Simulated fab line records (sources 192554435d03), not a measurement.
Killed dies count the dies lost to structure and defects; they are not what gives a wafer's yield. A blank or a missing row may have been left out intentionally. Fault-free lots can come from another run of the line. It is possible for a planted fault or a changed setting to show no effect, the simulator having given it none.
Which of the tools did it?	flow n5-finfet	26 wafers sampled from 10 lots at 1 step of a route of 1938

== WHAT THE GAUGES READ, wafer by wafer ==
N5_GATE_CUT_CD_MEAS_13: the cd target is 20 nm.
lot	measured	on	cd-nm (nm)
L609	day 4 22:19	cd-sem-02	19.85 20.33 20.59
L610	day 5 00:40	cd-sem-01	19.59 20.36
L611	day 5 07:40	cd-sem-01	19.93 20.18 20.45
L614	day 6 00:13	cd-sem-02	20.14 20.34 19.69
L617	day 6 15:50	cd-sem-03	19.81 20.15 19.76
L625	day 8 18:48	cd-sem-01	19.75 19.81 19.80
L626	day 8 22:49	cd-sem-02	20.25 19.90 20.22
L628	day 9 10:16	cd-sem-01	19.87 19.72
L629	day 9 18:56	cd-sem-02	20.37 19.66
L630	day 10 00:38	cd-sem-01	19.74 19.98

== WHAT TOOL EACH LOT RAN ON (gives the tool, then ch and the chambers of the sampled wafers, and finally the start) ==
Before these readings, the record contains no process step.

== THE ANSWER, worked out from the rows above alone ==
Rule: usual is defined by the lots themselves. Put in order of their means at a reading, lots are off if they are a third of the lots or fewer, leave a main group of 4 or more, and stand apart from it by a gap of 3 or more times the standard deviation of the main group's means; of several such gaps the widest counts. If all means in a main group match to the digits the tables above print for the reading, that group is not used. A lot without any number at a reading at which 4 lots or more have one is off too. All remaining lots with rows at the step are treated as sound.
None of the lots is off at any reading shown; this tells nothing.

== WHAT THE SIMULATOR HAD INSERTED ==
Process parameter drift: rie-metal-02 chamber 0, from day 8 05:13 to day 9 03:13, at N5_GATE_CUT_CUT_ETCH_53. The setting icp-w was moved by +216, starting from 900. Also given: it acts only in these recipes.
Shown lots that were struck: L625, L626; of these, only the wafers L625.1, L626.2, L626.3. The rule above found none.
